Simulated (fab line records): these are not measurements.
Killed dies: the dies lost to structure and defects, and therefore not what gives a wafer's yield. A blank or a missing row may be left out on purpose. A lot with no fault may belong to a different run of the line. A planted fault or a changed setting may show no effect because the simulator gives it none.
Struck lot and sound lot, side by side    flow n5 finfet    35 out of 1938 route steps
Sound: these wafers, L777.1, L777.2, L777.5. Wafers struck: L785.1, L785.5, L785.6. The cause is given at the end.
At each step with rows: each side's tool, then ch and its chambers, then its first start. Under that, the readings that differ: sound wafers    struck wafers    difference of the means    sigmas: that difference in standard deviations of wafers without a fault.
alike: readings whose means differ by less than 2 such deviations, and words and numbers that are the same on both sides. not compared: withheld readings, readings that some wafer has no value for, bounds like >300 that may hide the same value, and numbers for which the record gives no deviation and whose values overlap.
Wherever a step has rows on one side only, a row that says differs or no value, or a row with sigmas, the two part there. Numbers that don't overlap but have no deviation are shown without sigmas and don't part them. A reading that every wafer of one side lacks parts them only if that side has two wafers or more.

first, 11 steps without rows for these wafers: N5_BEOL_M10_HM_STRIP_39 (strips TiN in peroxide tin strip, target depth 25 nm, time 158 s); N5_BEOL_M10_SRD_40 (time 30 s); N5_BEOL_M10_PRECLEAN_42 (cleans in residue remover, time 60 s); N5_BEOL_M10_SRD_43 (time 30 s); N5_BEOL_M10_CURE_72 (cures SiCOH lowk, time 120 s); N5_BEOL_M10_DEGAS_44 (time 60 s); N5_BEOL_M10_PRE_CLEAN_45 (time 30 s); N5_BEOL_M10_ALD_74 (deposits TaN, target thk 2 nm, pulse time 2 s, purge time 3 s); N5_BEOL_M10_SURFACE_TREAT_76; N5_BEOL_M10_CVD_75 (deposits Co from CCTBA/H2, target thk 2 nm, time 138.9 s); N5_BEOL_M10_SPUTTER_48 (material Cu, target thk 12 nm, time 2 s).
N5_BEOL_M10_ECD_50: material Cu, target thk 318 nm.
  sound on ecd cu-02 ch 0,1, day 12 18:37; struck on ecd cu-02 ch 0,1, day 14 16:20
then, 22 steps without rows for these wafers: N5_BEOL_M10_ANNEAL_51 (time 90 s); N5_BEOL_M10_CMP_52 (polishes, stops on SiCOH lowk, t overpolish 7 s, target thk 140 nm); N5_BEOL_M10_PRE_CLEAN_55 (time 15 s); N5_BEOL_M10_DEP_56 (deposits SiCN from 3MS/NH3, target thk 15 nm, time 26.5 s); N5_BEOL_M11_ILD_DEP_00 (deposits SiCOH lowk from DEMS/porogen, target thk 308.51 nm, time 58 s); N5_BEOL_M11_CURE_71 (cures SiCOH lowk, time 240 s); N5_BEOL_M11_PECVD_70 (deposits SiO2 from TEOS/O2, target thk 20 nm, time 22.7 s); N5_BEOL_M11_HM_DEP_02 (deposits TiN, target thk 20 nm); N5_BEOL_M11_COAT_59 (time 60 s, resist thk 100 nm); N5_BEOL_M11_COAT_60 (time 60 s, resist thk 30 nm); N5_BEOL_M11_COAT_05 (resist thk 90 nm); N5_BEOL_M11_EBR_07; N5_BEOL_M11_SOFTBAKE_06 (time 60 s); N5_BEOL_M11_EXPOSE_08 (exposes mask M11); N5_BEOL_M11_PEB_09 (peb time 60 s); N5_BEOL_M11_DEVELOP_10 (develop time 30 s); N5_BEOL_M11_DESCUM_16 (chemistry O2, time 7.9 s); N5_BEOL_M11_ETCH_61 (etches SiARC in CF4, target depth 39 nm, time 65 s); N5_BEOL_M11_ETCH_62 (etches SOC in N2/H2, target depth 110 nm, overetch 22 nm, time 165 s); N5_BEOL_M11_STRIP_68 (strips in N2/H2); N5_BEOL_M11_STRIP_67 (strips in CF4); N5_BEOL_M11_HM_OPEN_17 (chemistry Cl2/BCl3, target TiN, target depth 20 nm, overetch 6 nm).
N5_PASSIVATION_PROBE_49:
  rows exist in the record for the struck wafers here (prober-02, day 16 10:02), but not for the sound ones

## WHERE THEY PART
N5_PASSIVATION_PROBE_49 only, going by this record.

WHY: what the simulator had put in
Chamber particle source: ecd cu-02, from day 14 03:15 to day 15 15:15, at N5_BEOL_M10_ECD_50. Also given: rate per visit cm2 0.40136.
